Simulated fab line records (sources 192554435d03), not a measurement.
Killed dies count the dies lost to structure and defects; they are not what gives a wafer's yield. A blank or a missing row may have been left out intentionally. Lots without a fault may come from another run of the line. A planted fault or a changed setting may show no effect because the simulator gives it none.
Matching of chambers + flow n5_finfet + N5_BEOL_M6_DEP_56 on pecvd-03 has 3 sister chambers
The step deposits SiCN from 3MS/NH3, target thk 10 nm, time 17.5 s. 3 wafers are shown with their chamber, then 8 later ones without.

WAFERS PAIRED WITH THEIR CHAMBERS
| wafer  | chamber | throttle_valve_pct (%) |
|--------|---------|------------------------|
| L086.3 | 0       | 8.9                    |
| L091.4 | 1       | 9.5                    |
| L092.2 | 2       | 8.5                    |

WAFERS WHOSE CHAMBER IS MISSING
| wafer  | throttle_valve_pct (%) |
|--------|------------------------|
| L092.4 | 9.1                    |
| L092.6 | 8.7                    |
| L095.4 | 9.0                    |
| L095.5 | 8.6                    |
| L095.6 | 9.8                    |
| L096.1 | 9.6                    |
| L096.3 | 8.8                    |
| L096.5 | 9.1                    |

THE CHAMBER EACH PASSED THROUGH
| wafer  | from the rows above     | in truth |
|--------|-------------------------|----------|
| L092.4 | can't be placed: 0 or 1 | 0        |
| L092.6 | can't be placed: 2 or 0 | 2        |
| L095.4 | 0                       | 0        |
| L095.5 | can't be placed: 2 or 0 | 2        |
| L095.6 | 1                       | 1        |
| L096.1 | 1                       | 1        |
| L096.3 | can't be placed: 0 or 2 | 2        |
| L096.5 | can't be placed: 0 or 1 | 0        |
Correct placement for 3 of the 8. Not placeable from these rows: 5 (in 5, the candidates include the true chamber). Number placed wrongly: 0.
How it was worked out, from the rows above alone: a wafer's distance from a chamber is the root of the sum, over the readings, of the square of ((its reading less the chamber's mean) divided by the reading's scatter). If the next closest chamber is less than 2 further off than the closest, the wafer can't be placed; otherwise it belongs to the closest. The mean given for a chamber averages the wafers shown for that chamber. The scatter: root of mean squared gap, hidden wafer to nearest shown wafer, with one shown wafer a chamber.
